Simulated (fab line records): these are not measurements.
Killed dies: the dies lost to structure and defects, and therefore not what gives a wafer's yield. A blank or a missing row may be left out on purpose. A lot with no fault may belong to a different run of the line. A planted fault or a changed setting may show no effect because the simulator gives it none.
Split-lot study	flow n5 finfet	on a route of 1938 steps: 7 lots, 21 wafers read

THE SPLIT
At N5_SD_EPI_P_COAT_34 (time 60 s, resist thk 350 nm), the setting spin rpm was moved away from the recipe's 1500 rpm on 9 of the 21 wafers read, by -8.8% to +9.3%. The other wafers ran this setting at the recipe's value.

The split's own step is where the reading is taken.

THE READING
SOC_of_SD_EPI_P_COAT_34.thk nm (the simulator's own value, which no gauge read), in nm, at N5_SD_EPI_P_COAT_34 (time 60 s, resist thk 350 nm). No usual value for it is given in the file. Across the 12 wafers here that went through the recipe, the average is 350.7 nm and the standard deviation 1 nm.

wafer	tool, chamber at the split	spin rpm as run, rpm	against the recipe	SOC_of_SD_EPI_P_COAT_34.thk nm, nm	against lot-mates on the recipe
L078.1	litho track-03, 0	1500	recipe	350	-
L078.6	litho track-03, 0	1500	recipe	350	-
L078.4	litho track-03, 0	1640	+9.3%	335.4	-14.6
L079.2	litho track-05, 0	1500	recipe	351.4	-
L079.5	litho track-05, 0	1500	recipe	351.4	-
L079.3	litho track-05, 0	1500	recipe	352.8	-
L089.2	litho track-03, 0	1414	-5.7%	361	+10.6
L089.4	litho track-03, 0	1414	-5.7%	360.8	+10.4
L089.5	litho track-03, 0	1500	recipe	350.4	-
L091.1	litho track-05, 0	1368	-8.8%	368	+16.0
L091.3	litho track-05, 0	1500	recipe	352	-
L091.4	litho track-05, 0	1368	-8.8%	367	+15.0
L092.2	litho track-03, 0	1500	recipe	350.2	-
L092.3	litho track-03, 0	1594	+6.3%	340.8	-9.4
L092.5	litho track-03, 0	1594	+6.3%	341	-9.2
L093.3	litho track-04, 0	1383	-7.8%	362.4	+13.2
L093.5	litho track-04, 0	1500	recipe	349.2	-
L093.6	litho track-04, 0	1383	-7.8%	363	+13.8
L097.2	litho track-03, 0	1500	recipe	349.4	-
L097.3	litho track-03, 0	1500	recipe	351	-
L097.4	litho track-03, 0	1500	recipe	350.6	-

THE FIT
A straight line over all 21 wafers: SOC_of_SD_EPI_P_COAT_34.thk nm changes by -1.69 nm for each +1% of spin rpm; r = -0.99; the points scatter about the line by 1.1 nm.
The same after taking each lot's own level away (the mean of its wafers on the recipe; 21 wafers): -1.67 nm for each +1%; r = -1.00; scatter 0.64 nm.
According to that fit, moving spin rpm by its largest amount changes the reading by 16 nm.
From 349.20 to 352.00 nm: that is the span of the lots' own levels, equal to 2.8 times the standard deviation above.
The two slopes agree, so the slope changes little with the lot-to-lot level.
Check: -15.4 nm against its lot-mates is what the line predicts for one of the wafers moved furthest among these (+9.3%) when that wafer is left out of the fit. It came out at -14.6 nm against them.

FILE'S OWN FIT
SOC_of_SD_EPI_P_COAT_34.thk nm changes by -1.67 nm for each +1% of spin rpm, r = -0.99.
